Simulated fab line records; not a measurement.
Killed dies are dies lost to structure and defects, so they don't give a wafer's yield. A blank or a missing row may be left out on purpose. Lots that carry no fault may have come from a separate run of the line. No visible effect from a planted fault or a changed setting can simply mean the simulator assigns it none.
A struck lot beside a sound one | flow n5 finfet | 21 steps out of a route of 1938
Sound: wafers L379.1, L379.2, L379.5. Wafers struck: L388.1, L388.2, L388.5. Last of all comes the cause.
For every step that has rows: the tool of each side, followed by ch and its chambers, followed by its first start. Under that, the readings that differ: sound wafers | struck wafers | difference of the means | sigmas: that difference in standard deviations of wafers without a fault.
alike: readings whose means differ by less than 2 such deviations, and words and numbers that are the same on both sides. not compared: withheld readings, readings that some wafer has no value for, bounds like >300 that may hide the same value, and numbers for which the record gives no deviation and whose values overlap.
The two part at a step that has a row with sigmas, a row that says differs or no value, or rows on one side only. Non-overlapping numbers with no deviation appear without sigmas and do not part them. A reading that every wafer of one side lacks parts them only if that side has two wafers or more.

first, 6 steps without rows for these wafers: N5_BEOL_M4_COAT_05 (resist thk 30 nm); N5_BEOL_M4_EBR_07; N5_BEOL_M4_SOFTBAKE_06 (time 60 s); N5_BEOL_M4_EXPOSE_08 (exposes mask M4); N5_BEOL_M4_PEB_09 (peb time 60 s); N5_BEOL_M4_DEVELOP_10 (develop time 30 s).
N5_BEOL_M4_CD_MEAS_11 targets a cd of 16.79 nm.
  sound on cd sem-01 ch 0, day 7 11:08; struck on cd sem-01 ch 0, day 10 01:23
  alike: cd nm
N5_BEOL_M4_OVL_MEAS_12:
  sound on overlay-02 ch 0, day 7 11:10; struck on overlay-02 ch 0, day 10 01:25
  alike: M4_OVL
N5_BEOL_M4_INSPECT_13: inspects for defects (brightfield).
  sound on defect inspect-02, day 7 11:13; struck on defect inspect-02, day 10 01:29
  reading          | sound       | struck      | difference | sigmas
  raw defect count | 559 915 632 | 547 431 451 | -226       | -2
N5_BEOL_M4_DESCUM_16: chemistry O2, time 7 s.
  sound on rie diel-02 ch 0,1, day 7 11:16; struck on rie diel-01 ch 1,3, day 10 01:31
  alike: drypump motor current A, oes product au, rf vpp V, showerhead plenum p Torr, throttle valve pct
  not compared: rf hours counter h
N5_BEOL_M4_ETCH_74: etches underlayer in N2/H2, target depth 6.5 nm, time 5.2 s.
  sound on rie diel-02 ch 0,1, day 7 11:17; struck on rie diel-01 ch 1,3, day 10 01:33
  reading    | sound             | struck            | difference | sigmas
  bias w (W) | 150.3 150.9 150.5 | 150.1 149.5 149.2 | -1.0       | -2
  alike: chamber pressure mTorr, drypump motor current A, etch rf on time s, oes product au, rf vpp V, showerhead plenum p Torr, throttle valve pct
  not compared: rf hours counter h
N5_BEOL_M4_ETCH_63: etches SiARC in CF4, target depth 15.6 nm, time 26 s.
  sound on rie diel-02 ch 0,1, day 7 11:19; struck on rie diel-01 ch 1,3, day 10 01:34
  alike: bias w, cf4 flow sccm, drypump motor current A, etch rf on time s, oes product au, rf vpp V, showerhead plenum p Torr, throttle valve pct
  not compared: rf hours counter h
N5_BEOL_M4_ETCH_64: etches SOC in N2/H2, target depth 75 nm, overetch 22.5 nm, time 121.9 s.
  sound on rie diel-02 ch 0,1, day 7 11:20; struck on rie diel-01 ch 1,3, day 10 01:36
  no value came back on the struck wafers for any of 8 readings (bias w (W), chamber pressure mTorr (mTorr) and others); on the sound wafers bias w (W) reads 150.8 150.1 150.0
  reading                                         | sound       | struck         | difference | sigmas
  model.CAR-EUV_of_BEOL_M4_COAT_05.thk nm (nm)    | 0 0 0       | 11.2 11.4 11.4 | +11.3      |
  model.SiARC_of_BEOL_M4_COAT_62.thk nm (nm)      | 6.4 6.4 6.4 | 12 12 12       | +6         |
  model.underlayer_of_BEOL_M4_COAT_73.thk nm (nm) | 0 0 0       | 5 5 5          | +5         |
  not compared: rf hours counter h
then, 2 steps without rows for these wafers: N5_BEOL_M4_STRIP_65 (strips in N2/H2); N5_BEOL_M4_STRIP_75 (strips in N2/H2).
N5_BEOL_M4_STRIP_66: strips in CF4.
  sound on rie diel-02 ch 0,1, day 7 11:28; struck on rie diel-01 ch 1,3, day 10 01:44
  alike: drypump motor current A, oes product au, rf vpp V, showerhead plenum p Torr, throttle valve pct
  not compared: rf hours counter h
N5_BEOL_M4_HM_OPEN_17: chemistry Cl2/BCl3, target TiN, target depth 20 nm, overetch 6 nm.
  sound on rie metal-03 ch 0,1, day 7 11:31; struck on rie metal-03 ch 0,1, day 10 01:47
  reading                | sound             | struck            | difference | sigmas
  oes product au (a.u.)  | 0.79 0.71 0.72    | 0.30 0.33 0.30    | -0.43      | -5
  throttle valve pct (%) | 22.26 22.01 22.03 | 22.66 22.89 22.66 | +0.64      | +4
  alike: bias w, drypump motor current A
  not compared: rf hours counter h
N5_BEOL_M4_STRIP_19: strips in O2.
  sound on rie diel-04 ch 0,1, day 7 11:37; struck on rie diel-01 ch 0,3, day 10 01:53
  alike: drypump motor current A, oes product au, rf vpp V, showerhead plenum p Torr, throttle valve pct
  not compared: rf hours counter h
N5_BEOL_M4_CD_MEAS_18: pitch 36 nm, target cd 18 nm.
  sound on cd sem-01, day 7 11:41; struck on cd sem-01, day 10 01:58
  reading    | sound          | struck | difference                    | sigmas
  cd nm (nm) | 18.0 18.1 18.6 | - - -  | no value on the struck wafers |
then, 1 step without rows for these wafers: N5_BEOL_M4_COAT_67 (time 60 s, resist thk 60 nm).
N5_BEOL_M4_RC_MEAS_101:
  the record has rows for the sound wafers here (prober-02 ch 0, day 8 01:24) and none for the struck ones

== WHERE THEY PART ==
Last at N5_BEOL_M4_RC_MEAS_101 as far as this record goes, first at N5_BEOL_M4_INSPECT_13.

WHY: the cause the simulator had injected
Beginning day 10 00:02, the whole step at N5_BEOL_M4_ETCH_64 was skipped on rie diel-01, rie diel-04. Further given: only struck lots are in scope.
